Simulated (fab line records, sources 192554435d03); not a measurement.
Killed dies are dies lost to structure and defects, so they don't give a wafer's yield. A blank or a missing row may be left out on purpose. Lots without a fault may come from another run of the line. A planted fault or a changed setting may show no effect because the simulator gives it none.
Chamber matching | flow n5_finfet | N5_SD_EPI_N_ETCH_34 on rie_diel-04: 4 sister chambers
The step etches SiARC in CF4, target depth 45.5 nm, time 75.8 s. 14 wafers are shown with their chamber, then 7 later ones without.

WAFERS WITH THEIR CHAMBER
wafer  | chamber | showerhead_plenum_p_Torr (Torr) | throttle_valve_pct (%) | oes_product_au (a.u.)
L075.2 | 2       | 2.23                            | 15.90                  | 0.59
L075.3 | 1       | 2.09                            | 15.42                  | 0.76
L075.6 | 2       | 2.23                            | 15.89                  | 0.60
L078.2 | 2       | 2.22                            | 15.91                  | 0.60
L078.4 | 1       | 2.09                            | 15.42                  | 0.75
L078.6 | 0       | 2.18                            | 15.46                  | 0.58
L079.1 | 1       | 2.09                            | 15.45                  | 0.75
L079.2 | 2       | 2.22                            | 15.91                  | 0.59
L079.4 | 3       | 2.12                            | 15.98                  | 0.62
L090.4 | 2       | 2.22                            | 15.95                  | 0.58
L090.5 | 0       | 2.18                            | 15.01                  | 0.83
L090.6 | 3       | 2.11                            | 16.03                  | 0.61
L093.1 | 2       | 2.21                            | 15.96                  | 0.58
L093.3 | 3       | 2.11                            | 16.05                  | 0.60

SIGNATURES (means of the wafers above)
reading                  | chamber 0 | chamber 1 | chamber 2 | chamber 3 | scatter within a chamber
showerhead_plenum_p_Torr | 2.1800    | 2.0900    | 2.2217    | 2.1133    | 0.00592
throttle_valve_pct       | 15.2350   | 15.4300   | 15.9200   | 16.0200   | 0.104
oes_product_au           | 0.7050    | 0.7533    | 0.5900    | 0.6100    | 0.0565
Rule: a wafer's distance from a chamber is the root of the sum, over the readings, of the square of ((its reading less the chamber's mean) divided by the reading's scatter). The wafer belongs to the nearest chamber; if the next one is less than 2 further off, it can't be placed. The scatter: the root of (the sum of the squares of (reading less its chamber's mean) over the shown wafers, divided by (wafers less chambers)).

WAFERS WITHOUT THEIR CHAMBER
wafer  | showerhead_plenum_p_Torr (Torr) | throttle_valve_pct (%) | oes_product_au (a.u.)
L093.4 | 2.18                            | 15.03                  | 0.81
L095.2 | 2.18                            | 15.02                  | 0.80
L095.3 | 2.21                            | 15.98                  | 0.58
L095.5 | 2.08                            | 15.48                  | 0.72
L097.3 | 2.08                            | 15.50                  | 0.70
L097.4 | 2.21                            | 15.97                  | 0.58
L097.6 | 2.11                            | 16.06                  | 0.60

WHICH CHAMBER EACH WENT THROUGH
wafer  | from the rows above | in truth
L093.4 | 0                   | 0
L095.2 | 0                   | 0
L095.3 | 2                   | 2
L095.5 | 1                   | 1
L097.3 | 1                   | 1
L097.4 | 2                   | 2
L097.6 | 3                   | 3
Placed correctly: 7 of 7. Can't be placed from these rows: 0. Placed wrongly: 0.
